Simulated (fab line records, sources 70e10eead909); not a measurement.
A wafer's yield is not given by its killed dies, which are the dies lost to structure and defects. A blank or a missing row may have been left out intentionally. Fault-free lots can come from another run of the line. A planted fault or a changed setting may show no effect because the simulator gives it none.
Matching of chambers	flow nand harc	4 sister chambers for NHARC_A_STAIRCASE_ETCHBACK_422 on rie diel-09
The step etches the open film in CH3F/O2, target depth 40 nm, time 74.286 s. 16 wafers are shown with their chamber, then 8 later ones without.

== WAFERS PAIRED WITH THEIR CHAMBERS ==
wafer	chamber	drypump motor current A (A)	showerhead plenum p Torr (Torr)	rf vpp V (V)
L078.2	1	5.0	2.30	241.5
L078.5	1	5.0	2.30	241.5
L078.6	0	6.3	2.51	244.7
L082.1	3	5.6	2.57	245.3
L082.4	1	5.0	2.30	241.5
L082.6	0	6.4	2.51	244.0
L084.2	3	5.6	2.57	246.8
L084.4	2	5.6	2.52	245.5
L084.5	3	5.6	2.57	246.5
L089.3	3	5.6	2.56	245.3
L089.4	2	5.6	2.52	245.9
L089.6	3	5.6	2.56	246.5
L088.2	3	5.6	2.56	244.8
L088.4	0	6.4	2.50	244.8
L088.5	0	6.3	2.50	244.6
L088.1	2	5.6	2.51	242.4

SIGNATURES (means of the wafers above)
reading	chamber 0	chamber 1	chamber 2	chamber 3	scatter within a chamber
drypump motor current A	6.350	5.000	5.600	5.600	0.0289
showerhead plenum p Torr	2.5050	2.3000	2.5167	2.5650	0.00514
rf vpp V	244.525	241.500	244.600	245.867	0.965
Rule: for each reading, subtract the chamber's mean from the wafer's reading, divide by that reading's scatter and square the result; add these up over the readings and take the root, which gives the wafer's distance from the chamber. If the next closest chamber is less than 2 further off than the closest, the wafer can't be placed; otherwise it belongs to the closest. How the scatter is found: for the shown wafers, subtract from each reading the mean of its chamber, square and add these, divide the total by (wafers less chambers), then take the root.

== WAFERS WITH NO CHAMBER GIVEN ==
wafer	drypump motor current A (A)	showerhead plenum p Torr (Torr)	rf vpp V (V)
L088.3	5.0	2.29	242.9
L088.6	5.6	2.56	246.2
L097.1	5.6	2.56	245.1
L097.2	6.4	2.50	244.8
L097.5	5.6	2.56	245.7
L097.3	5.6	2.51	244.6
L097.4	5.0	2.29	241.0
L097.6	6.4	2.50	244.6

== CHAMBER TAKEN BY EACH ==
wafer	from the rows above	in truth
L088.3	1	1
L088.6	3	3
L097.1	3	3
L097.2	0	0
L097.5	3	3
L097.3	2	2
L097.4	1	1
L097.6	0	0
Correctly placed: 8 of 8. Not placeable from these rows: 0. Number placed wrongly: 0.
